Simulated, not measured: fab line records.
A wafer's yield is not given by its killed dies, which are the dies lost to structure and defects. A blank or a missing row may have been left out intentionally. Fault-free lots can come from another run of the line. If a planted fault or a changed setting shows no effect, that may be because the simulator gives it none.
Chamber matching :: flow n5 finfet :: N5_FIN_SAQP_STRIP_55 on rie diel-05 has 4 sister chambers
The step strips in N2/H2. 14 wafers are shown with their chamber, then 7 later ones without.

EACH WAFER AND ITS CHAMBER
wafer: L079.2
chamber: 3
showerhead plenum p Torr (Torr): 3.16
drypump motor current A (A): 6.7
oes product au (a.u.): 0.71

wafer: L079.3
chamber: 2
showerhead plenum p Torr (Torr): 3.45
drypump motor current A (A): 5.8
oes product au (a.u.): 0.95

wafer: L079.4
chamber: 0
showerhead plenum p Torr (Torr): 3.54
drypump motor current A (A): 5.7
oes product au (a.u.): 0.87

wafer: L081.1
chamber: 0
showerhead plenum p Torr (Torr): 3.54
drypump motor current A (A): 5.7
oes product au (a.u.): 0.87

wafer: L081.2
chamber: 2
showerhead plenum p Torr (Torr): 3.44
drypump motor current A (A): 5.8
oes product au (a.u.): 0.95

wafer: L081.6
chamber: 3
showerhead plenum p Torr (Torr): 3.15
drypump motor current A (A): 6.8
oes product au (a.u.): 0.71

wafer: L088.1
chamber: 1
showerhead plenum p Torr (Torr): 3.19
drypump motor current A (A): 6.2
oes product au (a.u.): 0.68

wafer: L088.5
chamber: 1
showerhead plenum p Torr (Torr): 3.19
drypump motor current A (A): 6.2
oes product au (a.u.): 0.67

wafer: L088.6
chamber: 0
showerhead plenum p Torr (Torr): 3.53
drypump motor current A (A): 5.7
oes product au (a.u.): 0.85

wafer: L089.1
chamber: 2
showerhead plenum p Torr (Torr): 3.44
drypump motor current A (A): 5.8
oes product au (a.u.): 0.93

wafer: L089.2
chamber: 0
showerhead plenum p Torr (Torr): 3.53
drypump motor current A (A): 5.7
oes product au (a.u.): 0.86

wafer: L089.5
chamber: 2
showerhead plenum p Torr (Torr): 3.44
drypump motor current A (A): 5.8
oes product au (a.u.): 0.92

wafer: L090.2
chamber: 0
showerhead plenum p Torr (Torr): 3.53
drypump motor current A (A): 5.7
oes product au (a.u.): 0.83

wafer: L090.3
chamber: 2
showerhead plenum p Torr (Torr): 3.44
drypump motor current A (A): 5.8
oes product au (a.u.): 0.92

SIGNATURES (means of the wafers above)
reading: showerhead plenum p Torr
chamber 0: 3.5340
chamber 1: 3.1900
chamber 2: 3.4420
chamber 3: 3.1550
scatter within a chamber: 0.005

reading: drypump motor current A
chamber 0: 5.700
chamber 1: 6.200
chamber 2: 5.800
chamber 3: 6.750
scatter within a chamber: 0.0224

reading: oes product au
chamber 0: 0.8560
chamber 1: 0.6750
chamber 2: 0.9340
chamber 3: 0.7100
scatter within a chamber: 0.0145
Rule: for each reading, subtract the chamber's mean from the wafer's reading, divide by that reading's scatter and square the result; add these up over the readings and take the root, which gives the wafer's distance from the chamber. If the next closest chamber is less than 2 further off than the closest, the wafer can't be placed; otherwise it belongs to the closest. The scatter is the square root of a quotient: the sum, over the shown wafers, of each reading's squared deviation from its chamber's mean, divided by wafers minus chambers.

WAFERS WITHOUT THEIR CHAMBER
wafer: L090.6
showerhead plenum p Torr (Torr): 3.53
drypump motor current A (A): 5.7
oes product au (a.u.): 0.84

wafer: L095.1
showerhead plenum p Torr (Torr): 3.43
drypump motor current A (A): 5.8
oes product au (a.u.): 0.88

wafer: L095.3
showerhead plenum p Torr (Torr): 3.60
drypump motor current A (A): 6.2
oes product au (a.u.): 0.98

wafer: L095.6
showerhead plenum p Torr (Torr): 3.60
drypump motor current A (A): 6.2
oes product au (a.u.): 0.98

wafer: L096.1
showerhead plenum p Torr (Torr): 3.43
drypump motor current A (A): 5.8
oes product au (a.u.): 0.89

wafer: L096.5
showerhead plenum p Torr (Torr): 3.52
drypump motor current A (A): 5.7
oes product au (a.u.): 0.82

wafer: L096.6
showerhead plenum p Torr (Torr): 3.60
drypump motor current A (A): 6.2
oes product au (a.u.): 0.97

WHICH CHAMBER EACH ONE RAN IN
wafer: L090.6
from the rows above: 0
in truth: 0

wafer: L095.1
from the rows above: 2
in truth: 2

wafer: L095.3
from the rows above: 0
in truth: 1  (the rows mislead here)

wafer: L095.6
from the rows above: 0
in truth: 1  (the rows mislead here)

wafer: L096.1
from the rows above: 2
in truth: 2

wafer: L096.5
from the rows above: 0
in truth: 0

wafer: L096.6
from the rows above: 0
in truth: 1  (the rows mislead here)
Correct placement for 4 of the 7. Number that these rows cannot place: 0. Wrongly placed: 3.
